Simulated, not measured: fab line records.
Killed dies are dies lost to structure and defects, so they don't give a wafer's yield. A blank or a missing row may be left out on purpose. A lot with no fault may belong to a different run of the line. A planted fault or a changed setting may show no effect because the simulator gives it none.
fab line records	flow nand_harc
record: lots: 7	wafers: 21	last_day: 25
route steps=1159 shown P_BONDPAD@368 END@1159
lots that met no fault: taken from a fault-free run of the same line
start_h: start of the lot's first displayed wafer, in hours after the record's first day	wait_h: time in hours since the lot's previous step	" unchanged from the row above	L1.1+2: a row that stands for several wafers	- no value present, or no start provided	* or withheld: withheld	< > ~ a bound
route shown NAME@n: a module of which the file shows steps, and the number in the route of the first	usual: mean and standard deviation over wafers with no fault	same: alike in all rows	chamber/n: place in a boat	sites: readings site by site	_std_site: standard deviation of those values	_edge_site: the outer-site mean with the inner-site mean subtracted	radius_mm: for every site, how far away it sits from the centre of the wafer	mask NAME#n: copy n	behind: tool/chamber where the wafer was last shaped	hold: why the lot went on hold/how many hours it stayed there/how the hold came to an end	device: names the non-switching transistor (n, p or np)	end of line: the tests these same wafers got at the end of their route	a step given without rows: its recipe and nothing more	killed: not the wafer's yield, but the dies lost to structure and defects at the first sort	map: shows each die of a wafer: x if killed, . if not, _ if none is there
set.NAME: the run value of the setting; set.NAME@STEP: its run value at that earlier step	model.NAME: the simulator's own value behind a step, which no gauge read
lots at selected steps of the route; one table per step, one row per wafer
services: when a tool's chamber went out of use (start_h, in hours from the record's first day, below 0 if earlier), for how many hours, and the reason
== steps ==
step: NHARC_P_BONDPAD_ETCH_37
recipe: target_depth_a: 600	overetch_a: 180	time_s: 65.91	ion_energy_ev: 200	n2_flow_sccm: 150	h2_flow_sccm: 150	ar_flow_sccm: 0	rf_w: 400	bias_w: 150	chemistry: N2/H2
step: NHARC_P_BONDPAD_ETCH_12
recipe: target_depth_a: 2000	time_s: 100	chf3_flow_sccm: 50	o2_flow_sccm: 10	ar_flow_sccm: 200	rf_w: 500	bias_w: 200	chemistry: CHF3/O2
usual: drypump_motor_current_A: 5.8/0.58	o2_flow_sccm: 10.00/0.032	oes_product_au: 0.950/0.027	rf_vpp_V: 370.3/2.5	showerhead_plenum_p_Torr: 2.39/0.11	throttle_valve_pct: 20.573/0.0086
lot.wafer	tool	chamber	start_h	wait_h	drypump_motor_current_A	o2_flow_sccm	oes_product_au	rf_hours_counter_h	rf_vpp_V	showerhead_plenum_p_Torr	throttle_valve_pct
L873.4	rie_diel-06	0	-	-	5.0	10.04	0.994	11	367.9	2.27	20.575
L873.5	"	3	"	"	5.2	9.92	0.956	-	371.5	2.51	20.581
L873.6	"	0	"	"	5.0	10.00	0.993	-	367.4	2.27	20.600
L879.2	rie_diel-06	1	-	-	5.7	10.00	0.911	13	371.5	2.47	20.573
L879.4	"	2	"	"	6.5	10.00	0.942	15	367.1	2.26	20.565
L879.6	"	1	"	"	5.7	10.00	0.910	-	371.2	2.47	20.582
L880.2	rie_diel-06	2	-	-	6.6	9.99	0.995	15	368.4	2.26	20.574
L880.4	"	3	"	"	5.2	9.97	0.973	14	373.0	2.51	20.590
L880.1	"	1	"	"	5.7	9.97	0.957	14	372.2	2.47	20.588
L883.4	rie_diel-06	0	-	-	5.0	10.02	0.942	17	369.2	2.27	20.570
L883.3	"	1	"	"	5.7	10.00	0.913	14	372.4	2.47	20.559
L883.5	"	2	"	"	6.5	9.98	0.917	-	369.3	2.26	20.561
L884.1	rie_diel-01	0	-	-	5.8	9.94	0.944	28	366.9	2.23	20.580
L884.5	"	2	"	"	6.4	9.98	0.942	-	372.9	2.55	20.574
L884.6	"	3	"	"	5.0	9.93	0.938	-	372.5	2.51	20.574
L888.3	rie_diel-08	1	-	-	6.0	10.04	0.955	48	368.5	2.33	20.580
L888.1	"	0	"	"	6.2	9.93	0.975	45	370.8	2.41	20.572
L888.5	"	2	"	"	6.2	9.98	0.945	-	370.8	2.45	20.583
L890.4	rie_diel-08	0	-	-	6.2	10.01	0.985	50	371.8	2.41	20.578
L890.1	"	1	"	"	6.1	10.05	0.992	53	367.9	2.33	20.583
L890.5	"	0	"	"	6.2	10.01	0.977	-	370.8	2.41	20.578
step: NHARC_P_BONDPAD_CD_MEAS_13
usual: cd_nm: 498.0/2.5
lot.wafer	tool	chamber	start_h	wait_h	cd_nm
L873.4	cd_sem-02	-	166.63	-	499.7
L873.5	"	-	"	"	498.9
L873.6	"	-	"	"	497.6
L879.2	cd_sem-02	-	210.37	-	498.9
L879.4	"	-	"	"	499.3
L879.6	"	-	"	"	499.6
L880.1	cd_sem-01	-	216.80	-	497.0
L880.2	"	-	"	"	501.1
L880.4	"	-	"	"	495.0
L883.3	cd_sem-01	-	225.38	-	500.6
L883.4	"	-	"	"	498.3
L883.5	"	-	"	"	499.9
L884.1	cd_sem-03	-	230.31	-	501.9
L884.5	"	-	"	"	499.6
L884.6	"	-	"	"	499.0
L888.1	cd_sem-02	-	254.71	-	497.0
L888.3	"	-	"	"	497.4
L888.5	"	-	"	"	493.8
L890.1	cd_sem-03	-	271.46	-	497.0
L890.4	"	-	"	"	503.3
L890.5	"	-	"	"	499.6
step: NHARC_P_BONDPAD_STRIP_15
recipe: o2_flow_sccm: 500	ar_flow_sccm: 0	bias_w: 0	chemistry: O2
step: NHARC_P_BONDPAD_ETCH_24
recipe: target_depth_a: 300	over_etch_frac: 0.3	time_s: 72.99	ion_energy_ev: 150	cf4_flow_sccm: 50	n2_flow_sccm: 100	ar_flow_sccm: 150	rf_w: 300	bias_w: 100	chemistry: CF4/N2
usual: drypump_motor_current_A: 5.8/0.59	oes_product_au: 1.008/0.014	rf_vpp_V: 313.7/1.9	showerhead_plenum_p_Torr: 2.60/0.11	throttle_valve_pct: 19.794/0.0097
lot.wafer	tool	chamber	start_h	wait_h	drypump_motor_current_A	oes_product_au	rf_hours_counter_h	rf_vpp_V	showerhead_plenum_p_Torr	throttle_valve_pct
L873.4	rie_diel-01	0	-	-	5.9	0.994	4	312.7	2.45	19.784
L873.6	"	0	"	"	5.9	0.976	-	311.3	2.45	19.782
L873.5	"	1	"	"	5.2	0.987	-	317.8	2.84	19.800
L879.2	rie_diel-08	0	-	-	6.2	1.026	28	313.2	2.64	19.808
L879.4	"	1	"	"	6.0	1.013	28	314.0	2.56	19.803
L879.6	"	0	"	"	6.2	1.015	-	314.7	2.64	19.797
L880.1	rie_diel-06	0	-	-	5.0	1.017	16	310.0	2.49	19.793
L880.4	"	1	"	"	5.7	0.982	14	315.9	2.69	19.803
L880.2	"	2	"	"	6.6	1.017	15	311.4	2.48	19.795
L883.4	rie_diel-06	2	-	-	6.5	1.000	16	312.7	2.47	19.801
L883.3	"	0	"	"	5.0	1.026	17	312.5	2.48	19.809
L883.5	"	2	"	"	6.5	1.003	-	312.3	2.47	19.777
L884.1	rie_diel-06	0	-	-	5.0	1.019	17	311.3	2.48	19.791
L884.5	"	0	"	"	5.0	1.016	-	310.8	2.48	19.798
L884.6	"	1	"	"	5.7	0.986	-	315.9	2.69	19.782
L888.3	rie_diel-06	1	-	-	5.6	1.003	1	314.5	2.69	19.791
L888.1	"	3	"	"	5.2	1.007	0	316.0	2.74	19.805
L888.5	"	2	"	"	6.5	1.006	-	311.6	2.47	19.802
L890.4	rie_diel-06	1	-	-	5.7	0.989	2	315.2	2.69	19.800
L890.1	"	2	"	"	6.5	1.010	2	312.5	2.47	19.802
L890.5	"	3	"	"	5.2	1.001	-	315.1	2.74	19.801
step: NHARC_P_BONDPAD_STRIP_16
recipe: time_s: 600	temp_c: 30	chemistry: post_etch_residue_remover
step: NHARC_P_BONDPAD_DEGAS_25
recipe: temp_c: 300	time_s: 60
usual: heater_power_w: 468/54
lot.wafer	tool	chamber	start_h	wait_h	heater_power_w
L873.4	pvd_sputter-02	-	167.48	-	505
L873.5	"	-	"	"	502
L873.6	"	-	"	"	444
L879.2	pvd_sputter-02	-	211.02	-	508
L879.4	"	-	"	"	380
L879.6	"	-	"	"	450
L880.4	pvd_sputter-03	-	217.44	-	428
L880.2	"	-	"	"	496
L880.1	"	-	"	"	559
L883.3	pvd_sputter-03	-	226.01	-	540
L883.4	"	-	"	"	427
L883.5	"	-	"	"	501
L884.1	pvd_sputter-01	-	230.97	-	509
L884.6	"	-	"	"	385
L884.5	"	-	"	"	483
L888.3	pvd_sputter-01	-	255.35	-	500
L888.1	"	-	"	"	378
L888.5	"	-	"	"	488
L890.1	pvd_sputter-03	-	272.10	-	558
L890.4	"	-	"	"	452
L890.5	"	-	"	"	502
step: NHARC_P_BONDPAD_PRE_CLEAN_26
recipe: time_s: 30	temp_c: 280	gas: H2/He
step: NHARC_P_BONDPAD_PVD_17
recipe: target_thk_a: 50	bias_v: 168.6	power_w: 15000	chamber_pressure_pa: 0.12	time_s: 8.06	substrate_temp_c: 50	material: TaN
usual: cathode_dc_power_W: 15000/2.3	throttle_valve_pct: 30.1/0.78
lot.wafer	tool	chamber	start_h	wait_h	cathode_dc_power_W	throttle_valve_pct
L873.4	pvd_sputter-02	-	-	-	15001	28.8
L873.6	"	-	"	"	15004	30.2
L873.5	"	-	"	"	15004	31.6
L879.4	pvd_sputter-02	-	-	-	15000	29.3
L879.2	"	-	"	"	14997	28.7
L879.6	"	-	"	"	15005	30.2
L880.2	pvd_sputter-03	-	-	-	14997	29.3
L880.4	"	-	"	"	15003	31.1
L880.1	"	-	"	"	14998	29.9
L883.3	pvd_sputter-03	-	-	-	14997	30.3
L883.4	"	-	"	"	15001	29.5
L883.5	"	-	"	"	15001	29.8
L884.1	pvd_sputter-01	-	-	-	15001	29.4
L884.5	"	-	"	"	15001	29.4
L884.6	"	-	"	"	15003	30.2
L888.3	pvd_sputter-01	-	-	-	15001	29.3
L888.1	"	-	"	"	15003	31.6
L888.5	"	-	"	"	14998	31.2
L890.4	pvd_sputter-03	-	-	-	15001	29.9
L890.1	"	-	"	"	15002	29.3
L890.5	"	-	"	"	15001	29.7
step: NHARC_P_BONDPAD_PVD_27
recipe: target_thk_a: 300	chamber_pressure_pa: 5	power_w: 5000	substrate_temp_c: 30	time_s: 20.49	material: Cu
step: NHARC_P_BONDPAD_ECD_18
recipe: target_thk_a: 4000	bath_temp_c: 25	material: Cu
step: NHARC_P_BONDPAD_ANNEAL_28
recipe: temp_c: 225	time_s: 90
step: NHARC_P_BONDPAD_CMP_19
recipe: t_overpolish_s: 30	cu_recess_touch_s: 16	target_thk_nm: 160.81
usual: cu_recess_touch_s: 16/0	edge_zone_pressure_frac: 1.000/0.0047	motor_current_A: 11.9/1.3	overpolish_run_s: 30.001/0.0098
lot.wafer	tool	chamber	start_h	wait_h	cu_recess_touch_s	edge_zone_pressure_frac	motor_current_A	overpolish_run_s
L873.4	cmp-02	1	168.65	-	16	1.003	12.0	30.007
L873.5	"	3	"	"	16	0.996	11.4	29.994
L873.6	"	0	"	"	16	1.006	12.0	30.006
L879.2	cmp-04	0	212.11	-	16	0.998	12.5	29.984
L879.4	"	3	"	"	16	0.998	12.8	29.990
L879.6	"	1	"	"	16	1.003	13.7	29.971
L880.4	cmp-04	3	218.72	-	-	-	-	-
L880.2	"	0	"	"	-	-	-	-
L880.1	"	1	"	"	-	-	-	-
L883.4	cmp-04	3	227.12	-	-	-	-	-
L883.3	"	0	"	"	-	-	-	-
L883.5	"	2	"	"	-	-	-	-
L884.1	cmp-04	1	232.06	-	-	-	-	-
L884.6	"	1	"	"	-	-	-	-
L884.5	"	2	"	"	-	-	-	-
L888.1	cmp-01	1	256.41	-	16	0.999	11.5	29.992
L888.3	"	3	"	"	16	0.997	14.3	29.987
L888.5	"	1	"	"	16	0.999	10.8	29.998
L890.4	cmp-04	3	273.17	-	16	0.998	12.9	30.008
L890.1	"	1	"	"	16	0.995	13.5	30.008
L890.5	"	3	"	"	16	1.000	12.4	29.999
step: NHARC_P_BONDPAD_THK_MEAS_20
recipe: thk_meas_gauge: xrf
usual: thk_nm: 160.9/1.8
lot.wafer	tool	chamber	start_h	wait_h	thk_nm
L873.4	film_metro-02	-	168.92	-	163.8
L873.5	"	-	"	"	161.0
L873.6	"	-	"	"	160.9
L879.2	film_metro-02	-	212.43	-	160.9
L879.4	"	-	"	"	160.2
L879.6	"	-	"	"	163.4
L880.1	film_metro-01	-	219.01	0.2	401.0
L880.2	"	-	"	"	401.7
L880.4	"	-	"	"	395.5
L883.3	film_metro-01	-	227.42	0.2	396.1
L883.4	"	-	"	"	404.3
L883.5	"	-	"	"	397.8
L884.1	film_metro-02	-	232.38	0.3	403.3
L884.5	"	-	"	"	402.5
L884.6	"	-	"	"	404.5
L888.1	film_metro-02	-	256.74	-	162.0
L888.3	"	-	"	"	158.6
L888.5	"	-	"	"	162.7
L890.1	film_metro-02	-	273.50	-	163.1
L890.4	"	-	"	"	159.3
L890.5	"	-	"	"	160.4
step: NHARC_P_BONDPAD_SRD_21
recipe: time_s: 30	temp_c: 23	dry_time_s: 20	spin_rpm: 1500
step: NHARC_P_BONDPAD_INSPECT_23
usual: raw_defect_count: 339/110
lot.wafer	tool	chamber	start_h	wait_h	raw_defect_count
L873.4	defect_inspect-01	-	169.15	0.0	176
L873.5	"	-	"	"	221
L873.6	"	-	"	"	197
L879.2	defect_inspect-01	-	212.64	0.0	222
L879.4	"	-	"	"	395
L879.6	"	-	"	"	258
L880.1	defect_inspect-01	-	219.24	0.0	6133
L880.2	"	-	"	"	5994
L880.4	"	-	"	"	6068
L883.3	defect_inspect-01	-	227.62	0.0	6169
L883.4	"	-	"	"	6122
L883.5	"	-	"	"	6158
L884.1	defect_inspect-02	-	232.60	0.0	6142
L884.5	"	-	"	"	5960
L884.6	"	-	"	"	6217
L888.1	defect_inspect-02	-	256.94	0.0	298
L888.3	"	-	"	"	288
L888.5	"	-	"	"	272
L890.1	defect_inspect-01	-	273.70	0.0	374
L890.4	"	-	"	"	247
L890.5	"	-	"	"	270
step: NHARC_P_BONDPAD_ACTIVATE_29
recipe: time_s: 60	n2_flow_sccm: 200	ar_flow_sccm: 0	bias_power_w: 0	chemistry: N2
usual: drypump_motor_current_A: 5.8/0.59	oes_product_au: 1.008/0.015	rf_vpp_V: 64.2/1	showerhead_plenum_p_Torr: 1.76/0.083
lot.wafer	tool	chamber	start_h	wait_h	drypump_motor_current_A	oes_product_au	rf_hours_counter_h	rf_vpp_V	showerhead_plenum_p_Torr
L873.4	rie_diel-06	0	169.23	0.1	5.0	1.018	11	63.5	1.67
L873.5	"	2	"	"	6.5	1.026	-	64.4	1.66
L873.6	"	3	"	"	5.2	1.002	-	64.7	1.85
L879.2	rie_diel-06	1	212.72	0.1	5.6	0.976	13	65.1	1.82
L879.4	"	2	"	"	6.5	1.019	15	64.8	1.66
L879.6	"	3	"	"	5.2	1.002	-	65.3	1.85
L880.1	rie_diel-06	3	219.30	0.1	5.2	1.008	14	65.6	1.85
L880.2	"	1	"	"	5.7	0.994	14	65.4	1.82
L880.4	"	2	"	"	6.5	1.010	15	65.7	1.66
L883.4	rie_diel-01	1	227.68	0.1	5.2	0.967	28	62.8	1.91
L883.3	"	2	"	"	6.3	0.976	28	64.9	1.88
L883.5	"	1	"	"	5.2	0.971	-	64.9	1.91
L884.1	rie_diel-06	2	232.67	0.1	6.6	1.006	17	64.3	1.66
L884.5	"	1	"	"	5.7	0.998	-	66.1	1.82
L884.6	"	2	"	"	6.6	1.012	-	63.6	1.66
L888.1	rie_diel-08	2	257.00	0.1	6.3	1.008	47	63.2	1.80
L888.3	"	3	"	"	6.5	1.032	44	65.7	1.68
L888.5	"	2	"	"	6.2	1.007	-	63.0	1.80
L890.1	rie_diel-06	3	273.76	0.1	5.2	1.015	2	66.1	1.85
L890.4	"	0	"	"	5.0	1.003	3	63.6	1.66
L890.5	"	3	"	"	5.2	1.009	-	65.0	1.85
step: NHARC_END_SORT_01
recipe: temp_c: 25
usual: defect_limited_yield: 95.5/1.5	killed_at_array: 27/10	killed_at_other: 0.6/0.96	killed_at_periphery: 3.4/2.7	killed_dies: 31/10	killed_open: 2.9/1.8	killed_short: 1.8/1.4	sort_bin_2_pct: 1.4/0.66	sort_bin_3_pct: 0.25/0.23	sort_bin_4_pct: 2.8/0.94	sort_n_pass: 646/10	sort_rim_yield_pct: 96.2/2.6	sort_yield_pct: 95.5/1.5
same: gross_dies: 677	sort_bin_5_pct[%]: 0	sort_bin_6_pct[%]: 0	sort_bin_7_pct[%]: 0	sort_bin_8_pct[%]: 0	sort_rim_n_gross: 106.00
lot.wafer	tool	chamber	start_h	wait_h	defect_limited_yield[%]	killed_at_array	killed_at_other	killed_at_periphery	killed_dies	killed_open	killed_short	sort_bin_2_pct[%]	sort_bin_3_pct[%]	sort_bin_4_pct[%]	sort_n_pass	sort_rim_yield_pct[%]	sort_yield_pct[%]
L879.2	prober-01	0	510.36	2.8	97.0	13	4	3	20	3	2	0.9	0.59	1.5	657	99.1	97.0
L879.4	prober-01	0	511.97	3.4	97.6	11	2	3	16	3	4	0.4	0	1.9	661	98.1	97.6
L879.6	prober-01	0	513.57	4.0	96.3	20	2	3	25	3	4	1.3	0.15	2.2	652	100.0	96.3
L880.1	prober-01	0	517.38	2.5	0	21	2	654	677	2	2	1.5	96.31	2.2	0	0	0
L880.2	prober-01	0	518.18	2.8	0	18	0	659	677	1	1	1.0	97.19	1.8	0	0	0
L880.4	prober-01	0	519.80	3.4	0	7	1	669	677	2	0	0.6	98.52	0.9	0	0	0
L883.3	prober-02	0	532.92	3.1	0	19	3	655	677	2	2	0.4	97.05	2.5	0	0	0
L883.4	prober-02	0	533.71	3.4	0	22	2	653	677	4	2	0.7	96.60	2.7	0	0	0
L883.5	prober-02	0	534.50	3.7	0	14	1	662	677	1	2	0.4	97.93	1.6	0	0	0
L884.1	prober-02	0	540.17	2.6	0	20	0	657	677	2	1	1.0	97.19	1.8	0	0	0
L884.5	prober-02	0	543.37	3.7	0	19	0	658	677	6	3	0.4	96.90	2.7	0	0	0
L884.6	prober-02	0	544.17	4.0	0	16	0	661	677	2	3	0.6	97.49	1.9	0	0	0
L888.1	prober-01	0	575.65	2.5	92.3	47	1	4	52	4	1	2.4	0.30	5.0	625	95.3	92.3
L888.3	prober-01	0	577.25	3.1	93.4	39	0	6	45	4	4	2.7	0.44	3.5	632	97.2	93.4
L888.5	prober-01	0	578.84	3.7	92.2	50	0	3	53	5	4	2.5	0.30	5.0	624	94.3	92.2
killed by level:class
L879.2 A_CONTACT:chamber_film_flake=3 THIN_TSV:chamber_film_flake=3 A_CONTACT:geometric_particle:open=2 A_CHANNEL_HOLE_D1:chamber_film_flake=2 A_STAIRCASE:chamber_film_flake=2 P_CONTACT:geometric_particle:open=1 A_WL_FILL:geometric_particle:short=1 A_CONTACT:geometric_particle:short=1
L879.4 A_CHANNEL_HOLE_D1:chamber_film_flake=6 A_CHANNEL_FILL_D1:geometric_particle:short=2 P_STI:chamber_film_flake=2 P_M1:geometric_particle:open=1 A_SOURCE_PLATE:geometric_particle:short=1 A_M0:geometric_particle:short=1 A_M0:geometric_particle:open=1 STARTING-WAFER:geometric_particle:open=1
L879.6 A_CHANNEL_HOLE_D1:chamber_film_flake=7 A_ZERO_WELL:chamber_film_flake=3 P_STI:chamber_film_flake=2 A_CONTACT:chamber_film_flake=2 P_STI:geometric_particle:short=1 A_ONON_D1:geometric_particle:short=1 A_CHANNEL_FILL_D1:geometric_particle:open=1 A_SGD_CUT:geometric_particle:short=1
L880.1 P_BONDPAD:area_cmp=651 A_CONTACT:chamber_film_flake=10 A_CHANNEL_HOLE_D1:chamber_film_flake=7 A_SLIT:chamber_film_flake=2 P_GATE:geometric_particle:short=1 P_M1:geometric_particle:open=1 A_SOURCE_PLATE:geometric_particle:short=1 STARTING-WAFER:geometric_particle:open=1
L880.2 P_BONDPAD:area_cmp=657 A_CONTACT:chamber_film_flake=10 A_CHANNEL_HOLE_D1:chamber_film_flake=4 P_M2:geometric_particle:open=1 A_ONON_D1:geometric_particle:short=1 P_STI:chamber_film_flake=1 A_ZERO_WELL:chamber_film_flake=1 A_STAIRCASE:chamber_film_flake=1
L880.4 P_BONDPAD:area_cmp=667 A_CONTACT:chamber_film_flake=5 A_CHANNEL_HOLE_D1:chamber_film_flake=2 P_GATE:geometric_particle:open=1 P_BONDPAD:geometric_particle:open=1 THIN_TSV:chamber_film_flake=1
L883.3 P_BONDPAD:area_cmp=655 A_CHANNEL_HOLE_D1:chamber_film_flake=8 A_CONTACT:chamber_film_flake=5 THIN_TSV:chamber_film_flake=3 A_SOURCE_PLATE:geometric_particle:short=1 A_CHANNEL_FILL_D1:geometric_particle:short=1 A_STAIRCASE:geometric_particle:open=1 A_CONTACT:geometric_particle:open=1
L883.4 P_BONDPAD:area_cmp=652 A_CHANNEL_HOLE_D1:chamber_film_flake=10 A_CONTACT:geometric_particle:open=3 A_CONTACT:chamber_film_flake=3 A_WL_FILL:chamber_film_flake=2 THIN_TSV:chamber_film_flake=2 A_ONON_D1:geometric_particle:short=1 A_WL_FILL:geometric_particle:open=1
L883.5 P_BONDPAD:area_cmp=662 A_CHANNEL_HOLE_D1:chamber_film_flake=9 A_CONTACT:chamber_film_flake=3 A_CHANNEL_HOLE_D1:geometric_particle:short=1 A_M0:geometric_particle:open=1 STARTING-WAFER:geometric_particle:short=1
L884.1 P_BONDPAD:area_cmp=657 A_CHANNEL_HOLE_D1:chamber_film_flake=10 A_SLIT:chamber_film_flake=3 A_CONTACT:chamber_film_flake=2 A_CONTACT:geometric_particle:open=1 A_CONTACT:geometric_particle:short=1 A_M0:geometric_particle:open=1 A_STAIRCASE:chamber_film_flake=1
L884.5 P_BONDPAD:area_cmp=656 A_SLIT:chamber_film_flake=5 A_CONTACT:chamber_film_flake=3 A_WL_FILL:geometric_particle:short=2 P_CONTACT:geometric_particle:open=1 A_ONON_D1:geometric_particle:open=1 A_ONON_D1:geometric_particle:short=1 A_CHANNEL_HOLE_D1:geometric_particle:open=1
L884.6 P_BONDPAD:area_cmp=658 A_CHANNEL_HOLE_D1:chamber_film_flake=6 A_CONTACT:chamber_film_flake=4 P_CONTACT:geometric_particle:short=2 A_SLIT:chamber_film_flake=2 A_SGD_CUT:geometric_particle:short=1 A_CONTACT:geometric_particle:open=1 A_BLC:geometric_particle:open=1
L888.1 A_SLIT:chamber_film_flake=19 A_CHANNEL_HOLE_D1:chamber_film_flake=11 A_CONTACT:chamber_film_flake=10 P_STI:chamber_film_flake=3 A_CONTACT:geometric_particle:open=2 P_M1:geometric_particle:open=1 A_CHANNEL_FILL_D1:geometric_particle:open=1 A_M0:geometric_particle:short=1
L888.3 A_SLIT:chamber_film_flake=17 A_CHANNEL_HOLE_D1:chamber_film_flake=10 A_CONTACT:chamber_film_flake=5 A_STAIRCASE:chamber_film_flake=4 P_CONTACT:geometric_particle:open=2 P_M0:geometric_particle:short=1 P_M1:geometric_particle:open=1 P_M2:geometric_particle:open=1
L888.5 A_SLIT:chamber_film_flake=20 A_CHANNEL_HOLE_D1:chamber_film_flake=11 A_CONTACT:chamber_film_flake=6 A_M0:geometric_particle:open=2 P_STI:chamber_film_flake=2 A_STAIRCASE:chamber_film_flake=2 A_SGD_CUT:chamber_film_flake=2 P_GATE:geometric_particle:open=1
map L880.1 (x killed, . not)
____________x____________
_________xxxxxxx_________
_______xxxxxxxxxxx_______
______xxxxxxxxxxxxx______
_____xxxxxxxxxxxxxxx_____
____xxxxxxxxxxxxxxxxx____
____xxxxxxxxxxxxxxxxx____
___xxxxxxxxxxxxxxxxxxx___
___xxxxxxxxxxxxxxxxxxx___
__xxxxxxxxxxxxxxxxxxxxx__
__xxxxxxxxxxxxxxxxxxxxx__
_xxxxxxxxxxxxxxxxxxxxxxx_
_xxxxxxxxxxxxxxxxxxxxxxx_
_xxxxxxxxxxxxxxxxxxxxxxx_
_xxxxxxxxxxxxxxxxxxxxxxx_
_xxxxxxxxxxxxxxxxxxxxxxx_
xxxxxxxxxxxxxxxxxxxxxxxxx
xxxxxxxxxxxxxxxxxxxxxxxxx
xxxxxxxxxxxxxxxxxxxxxxxxx
xxxxxxxxxxxxxxxxxxxxxxxxx
xxxxxxxxxxxxxxxxxxxxxxxxx
_xxxxxxxxxxxxxxxxxxxxxxx_
_xxxxxxxxxxxxxxxxxxxxxxx_
_xxxxxxxxxxxxxxxxxxxxxxx_
_xxxxxxxxxxxxxxxxxxxxxxx_
_xxxxxxxxxxxxxxxxxxxxxxx_
__xxxxxxxxxxxxxxxxxxxxx__
__xxxxxxxxxxxxxxxxxxxxx__
___xxxxxxxxxxxxxxxxxxx___
___xxxxxxxxxxxxxxxxxxx___
____xxxxxxxxxxxxxxxxx____
____xxxxxxxxxxxxxxxxx____
_____xxxxxxxxxxxxxxx_____
______xxxxxxxxxxxxx______
_______xxxxxxxxxxx_______
_________xxxxxxx_________
____________x____________
map L883.3 (x killed, . not)
____________x____________
_________xxxxxxx_________
_______xxxxxxxxxxx_______
______xxxxxxxxxxxxx______
_____xxxxxxxxxxxxxxx_____
____xxxxxxxxxxxxxxxxx____
____xxxxxxxxxxxxxxxxx____
___xxxxxxxxxxxxxxxxxxx___
___xxxxxxxxxxxxxxxxxxx___
__xxxxxxxxxxxxxxxxxxxxx__
__xxxxxxxxxxxxxxxxxxxxx__
_xxxxxxxxxxxxxxxxxxxxxxx_
_xxxxxxxxxxxxxxxxxxxxxxx_
_xxxxxxxxxxxxxxxxxxxxxxx_
_xxxxxxxxxxxxxxxxxxxxxxx_
_xxxxxxxxxxxxxxxxxxxxxxx_
xxxxxxxxxxxxxxxxxxxxxxxxx
xxxxxxxxxxxxxxxxxxxxxxxxx
xxxxxxxxxxxxxxxxxxxxxxxxx
xxxxxxxxxxxxxxxxxxxxxxxxx
xxxxxxxxxxxxxxxxxxxxxxxxx
_xxxxxxxxxxxxxxxxxxxxxxx_
_xxxxxxxxxxxxxxxxxxxxxxx_
_xxxxxxxxxxxxxxxxxxxxxxx_
_xxxxxxxxxxxxxxxxxxxxxxx_
_xxxxxxxxxxxxxxxxxxxxxxx_
__xxxxxxxxxxxxxxxxxxxxx__
__xxxxxxxxxxxxxxxxxxxxx__
___xxxxxxxxxxxxxxxxxxx___
___xxxxxxxxxxxxxxxxxxx___
____xxxxxxxxxxxxxxxxx____
____xxxxxxxxxxxxxxxxx____
_____xxxxxxxxxxxxxxx_____
______xxxxxxxxxxxxx______
_______xxxxxxxxxxx_______
_________xxxxxxx_________
____________x____________
== services ==
tool	chamber	start_h	hours	kind
rie_diel-01	-	146.45	9.0	pm
rie_diel-06	0	146.83	-	clean
rie_diel-06	1	146.83	-	clean
rie_diel-06	2	146.83	-	clean
pvd_sputter-01	-	158.00	10.0	pm
pvd_sputter-03	-	163.77	10.0	repair
cmp-01	-	179.50	4.0	pm
cmp-01	-	184.47	0.3	repair
pvd_sputter-03	-	185.66	2.2	repair
pvd_sputter-03	-	188.43	18.0	repair
cmp-01	-	192.30	1.0	repair
cmp-01	-	195.39	2.5	repair
cmp-04	-	203.31	4.0	pm
cmp-02	-	213.14	1.0	repair
pvd_sputter-02	-	214.14	10.0	pm
rie_diel-01	3	215.88	9.7	repair
cmp-01	-	222.27	6.9	repair
cmp-02	-	226.50	4.0	pm
rie_diel-06	1	239.98	4.3	repair
rie_diel-06	-	241.20	9.0	pm
pvd_sputter-03	-	248.93	0.8	repair
pvd_sputter-01	-	261.16	41.2	repair
rie_diel-01	0	264.34	4.4	repair
rie_diel-08	3	265.31	3.5	repair
== key ==
first_sign: step: NHARC_P_BONDPAD_CMP_19	reading: tool_record	direction: missing
effect: step: NHARC_P_BONDPAD_THK_MEAS_20	reading: thk_nm	direction: up	sigmas: 99+	usual: 160.9	struck: 400.8
effect: step: NHARC_P_BONDPAD_INSPECT_23	reading: raw_defect_count	direction: up	sigmas: 55	usual: 339	struck: 6107
effect: step: NHARC_END_SORT_01	reading: sort_bin_3_pct	direction: up	sigmas: 99+	usual: 0.25	struck: 97.24
more_kills_born_at: NHARC_P_BONDPAD_CMP_19@cmp-04: 5915
met_at NHARC_P_BONDPAD_CMP_19
struck_wafers L880.1,L880.2,L880.4,L883.3,L883.4,L883.5,L884.1,L884.5,L884.6
later_rows_left_out L880.1,L880.2,L880.4,L883.3,L883.4,L883.5,L884.1,L884.5,L884.6
onset_between 212.11 218.72
fault: kind: skipped_step_whole	tool: cmp-04	chamber: -	onset_h: 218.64	steps: NHARC_P_BONDPAD_CMP_19	scope: struck_lots_only
later_rows_left_out: the simulator's readings of these wafers behind a module that went badly wrong aren't trusted and aren't shown, but for the sort
